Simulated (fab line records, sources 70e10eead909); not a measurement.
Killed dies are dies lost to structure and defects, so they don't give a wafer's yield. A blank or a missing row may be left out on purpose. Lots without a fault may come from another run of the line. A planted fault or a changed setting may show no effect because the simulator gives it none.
Chamber matching | flow nand_harc | NHARC_A_M1_ETCH_35 on rie_diel-10: 4 sister chambers
The step etches the open film in N2/H2, target depth 40 nm, overetch 12 nm, time 43.94 s. 14 wafers are shown with their chamber, then 7 later ones without.

WAFERS WITH THEIR CHAMBER
wafer  | chamber | drypump_motor_current_A (A) | rf_vpp_V (V) | oes_product_au (a.u.)
L075.2 | 1       | 5.3                         | 430.1        | 0.995
L075.3 | 3       | 5.2                         | 433.0        | 0.986
L075.4 | 2       | 4.8                         | 432.7        | 0.983
L076.1 | 3       | 5.1                         | 432.4        | 0.987
L076.2 | 1       | 5.3                         | 430.7        | 0.995
L076.4 | 0       | 6.5                         | 428.3        | 1.003
L079.2 | 2       | 4.8                         | 431.1        | 0.988
L079.3 | 3       | 5.2                         | 432.1        | 0.984
L079.6 | 0       | 6.5                         | 427.2        | 1.001
L087.2 | 0       | 6.5                         | 428.4        | 1.008
L087.3 | 3       | 5.2                         | 433.6        | 0.978
L087.4 | 1       | 5.3                         | 429.4        | 1.021
L089.2 | 0       | 6.6                         | 428.7        | 1.007
L089.3 | 3       | 5.1                         | 432.4        | 0.968

SIGNATURES (means of the wafers above)
reading                 | chamber 0 | chamber 1 | chamber 2 | chamber 3 | scatter within a chamber
drypump_motor_current_A | 6.525     | 5.300     | 4.800     | 5.160     | 0.0442
rf_vpp_V                | 428.150   | 430.067   | 431.900   | 432.700   | 0.697
oes_product_au          | 1.00475   | 1.00367   | 0.98550   | 0.98060   | 0.00862
Rule: a wafer's distance from a chamber is the root of the sum, over the readings, of the square of ((its reading less the chamber's mean) divided by the reading's scatter). The wafer belongs to the nearest chamber; if the next one is less than 2 further off, it can't be placed. The scatter: the root of (the sum of the squares of (reading less its chamber's mean) over the shown wafers, divided by (wafers less chambers)).

WAFERS WITHOUT THEIR CHAMBER
wafer  | drypump_motor_current_A (A) | rf_vpp_V (V) | oes_product_au (a.u.)
L089.6 | 5.2                         | 434.0        | 0.969
L090.1 | 6.6                         | 428.6        | 1.001
L090.3 | 5.2                         | 432.0        | 0.969
L090.5 | 6.6                         | 428.4        | 1.000
L094.1 | 6.5                         | 427.6        | 0.998
L094.4 | 5.2                         | 433.1        | 0.984
L094.6 | 6.6                         | 427.8        | 0.996

WHICH CHAMBER EACH WENT THROUGH
wafer  | from the rows above | in truth
L089.6 | 3                   | 3
L090.1 | 0                   | 0
L090.3 | 3                   | 3
L090.5 | 0                   | 0
L094.1 | 0                   | 0
L094.4 | 3                   | 3
L094.6 | 0                   | 0
Placed correctly: 7 of 7. Can't be placed from these rows: 0. Placed wrongly: 0.
